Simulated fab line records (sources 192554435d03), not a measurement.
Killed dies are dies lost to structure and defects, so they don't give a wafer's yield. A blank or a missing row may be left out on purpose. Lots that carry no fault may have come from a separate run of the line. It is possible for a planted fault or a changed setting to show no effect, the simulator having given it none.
Struck lot and sound lot, side by side + flow n5_finfet + 16 steps out of a route of 1938
Sound: wafers L465.1, L465.3, L465.6. Struck: wafers L471.2, L471.6. (L471.5 of the same lot was not struck and is left out.) The cause comes at the end.
Each step with rows lists, per side, the tool, then ch with its chambers, then its first start. Under that, the readings that differ: sound wafers + struck wafers + difference of the means + sigmas: that difference in standard deviations of wafers without a fault.
alike: readings with means less than 2 such deviations apart, plus words and numbers identical on both sides. not compared: withheld readings, readings lacking a value on some wafer, bounds such as >300 that could conceal the same value, and numbers that have no deviation in the record and whose values overlap.
Wherever a step has rows on one side only, a row that says differs or no value, or a row with sigmas, the two part there. Numbers that don't overlap but have no deviation are shown without sigmas and don't part them. Lack of a reading on every wafer of one side parts them only where that side has two or more wafers.

N5_FIN_SAQP_HM_DEP_72: deposits SiO2 from SiH4/N2O, target thk 12 nm, time 7.2 s.
  sound on pecvd-03 ch 0,1,2, day 3 10:17; struck on pecvd-03 ch 1,2, day 4 21:27
  alike: heater_power_outer_w, heater_power_w, showerhead_plenum_p_Torr
then, 8 steps without rows for these wafers: N5_FIN_SAQP_COAT_49 (time 60 s, resist thk 100 nm); N5_FIN_SAQP_COAT_50 (time 60 s, resist thk 35 nm); N5_FIN_SAQP_COAT_10 (resist thk 90 nm); N5_FIN_SAQP_EBR_12; N5_FIN_SAQP_SOFTBAKE_11 (time 60 s); N5_FIN_SAQP_EXPOSE_13 (exposes mask FIN CORE, target cd 35.6 nm); N5_FIN_SAQP_PEB_14 (peb time 60 s); N5_FIN_SAQP_DEVELOP_15 (develop time 30 s).
N5_FIN_SAQP_CD_MEAS_16: the cd target is 35.6 nm.
  sound on cd_sem-02 ch 0, day 3 10:37; struck on cd_sem-03 ch 0, day 4 21:47
  alike: cd_nm
N5_FIN_SAQP_OVL_MEAS_17:
  sound on overlay-01 ch 0, day 3 10:39; struck on overlay-01 ch 0, day 4 21:49
  alike: FIN_CORE_OVL
N5_FIN_SAQP_INSPECT_18: inspects for defects (brightfield).
  sound on defect_inspect-01, day 3 10:41; struck on defect_inspect-02, day 4 21:50
  alike: raw_defect_count
N5_FIN_SAQP_DESCUM_21: chemistry O2, time 7.9 s.
  sound on rie_diel-01 ch 0,2, day 3 11:22; struck on rie_diel-03 ch 1,3, day 4 21:52
| reading                                       | sound             | struck      | difference | sigmas |
|-----------------------------------------------|-------------------|-------------|------------|--------|
| model.CAR-ArF_of_FIN_SAQP_COAT_10.thk_nm (nm) | 83.71 83.17 83.21 | 83.98 83.81 | +0.53      |        |
  alike: drypump_motor_current_A, o2_flow_sccm, oes_product_au, rf_vpp_V, showerhead_plenum_p_Torr, throttle_valve_pct
  not compared: rf_hours_counter_h
N5_FIN_SAQP_ETCH_51: etches SiARC in CF4, target depth 45.5 nm, time 75.8 s.
  sound on rie_diel-01 ch 0,2, day 3 11:25; struck on rie_diel-03 ch 1,3, day 4 21:55
  alike: drypump_motor_current_A, etch_rf_on_time_s, oes_product_au, rf_vpp_V, showerhead_plenum_p_Torr, throttle_valve_pct
  not compared: rf_hours_counter_h, model.CAR-ArF_of_FIN_SAQP_COAT_10.thk_nm
N5_FIN_SAQP_ETCH_52: etches SOC in N2/H2, target depth 100 nm, overetch 20 nm, time 150 s.
  sound on rie_diel-01 ch 0,2, day 3 11:28; struck on rie_diel-03 ch 1,3, day 4 21:58
  alike: drypump_motor_current_A, h2_flow_sccm, oes_product_au, rf_vpp_V, showerhead_plenum_p_Torr, throttle_valve_pct
  not compared: rf_hours_counter_h
-- a jump in the record: the struck wafers' starts before and after are 7 days apart (it breaks off in module FIN_SAQP and resumes in module BEOL_M4, where the first step shown is number 1111 of the route) --
N5_BEOL_M4_RC_MEAS_101:
  sound on prober-01 ch 0, day 10 00:33; struck on prober-01 ch 0, day 11 13:02
  alike: DIBL_N, DIBL_P, IOFF_N, IOFF_P, ION_N, ION_P, SS_N, SS_P, VT_N, VT_P

WHERE THEY PART
Nowhere in this record.

WHY: what the simulator had put in
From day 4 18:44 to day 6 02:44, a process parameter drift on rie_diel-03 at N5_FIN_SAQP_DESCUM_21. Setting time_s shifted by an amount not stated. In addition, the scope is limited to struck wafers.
